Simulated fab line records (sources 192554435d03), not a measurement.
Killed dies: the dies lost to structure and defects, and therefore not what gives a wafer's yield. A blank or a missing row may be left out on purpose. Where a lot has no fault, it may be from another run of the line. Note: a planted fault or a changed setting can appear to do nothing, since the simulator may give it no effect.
What tool caused it?	flow n5_finfet	36 wafers sampled from 12 lots at 1 step of a route of 1938

## WHAT THE GAUGES SHOWED, per wafer
N5_BEOL_M7_RS_MEAS_57: measures by four-point-probe.
lot	measured	on	M7_RS (ohm/sq)
L621	day 9 11:55	film_metro-02	0.276 0.279 0.285
L620	day 9 13:58	film_metro-02	0.283 0.289 0.287
L626	day 10 10:33	film_metro-02	0.288 0.293 0.282
L625	day 10 11:32	film_metro-01	0.280 0.300 0.289
L629	day 11 08:51	film_metro-02	0.286 0.287 0.311
L628	day 11 11:46	film_metro-02	0.279 0.282 0.293
L630	day 11 15:19	film_metro-01	0.291 0.276 0.290
L631	day 11 23:26	film_metro-01	0.292 0.289 0.283
L633	day 12 15:40	film_metro-01	0.278 0.287 0.297
L634	day 13 03:10	film_metro-01	0.299 0.297 0.287
L640	day 14 13:52	film_metro-01	0.284 0.290 0.284
L642	day 14 19:28	film_metro-02	0.277 0.290 0.285

## TOOL THAT RAN EACH LOT (tool first, then ch and the chambers of the sampled wafers, then the start)
The record shows no process step preceding these readings.

## WHAT THE TOOLS THEMSELVES READ (means of the sampled wafers that have a number; where no wafer has one, the mark that the record gives instead)
The record holds no such reading with a usual standard deviation.

## THE ANSWER, worked out from the rows above alone
Rule: what is usual is taken from the lots themselves. Put in order of their means at a reading, lots are off if they are a third of the lots or fewer, leave a main group of 4 or more, and stand apart from it by a gap of 3 or more times the standard deviation of the main group's means; of several such gaps the widest counts. Not used: any main group whose means are identical at the precision the tables above print for the reading. Also off: a lot with no number at a reading for which 4 or more lots have one. All remaining lots with rows at the step are treated as sound. After the gauges, taken in route order, come the tools' own readings; for these a lot's mean is taken, as printed above. The first step at which some lot is off is used, and at that step the reading that is off furthest; a lot without a number counts as furthest.
No lot is off at any reading shown: from this, nothing can be told.

## WHAT THE SIMULATOR HAD INSERTED
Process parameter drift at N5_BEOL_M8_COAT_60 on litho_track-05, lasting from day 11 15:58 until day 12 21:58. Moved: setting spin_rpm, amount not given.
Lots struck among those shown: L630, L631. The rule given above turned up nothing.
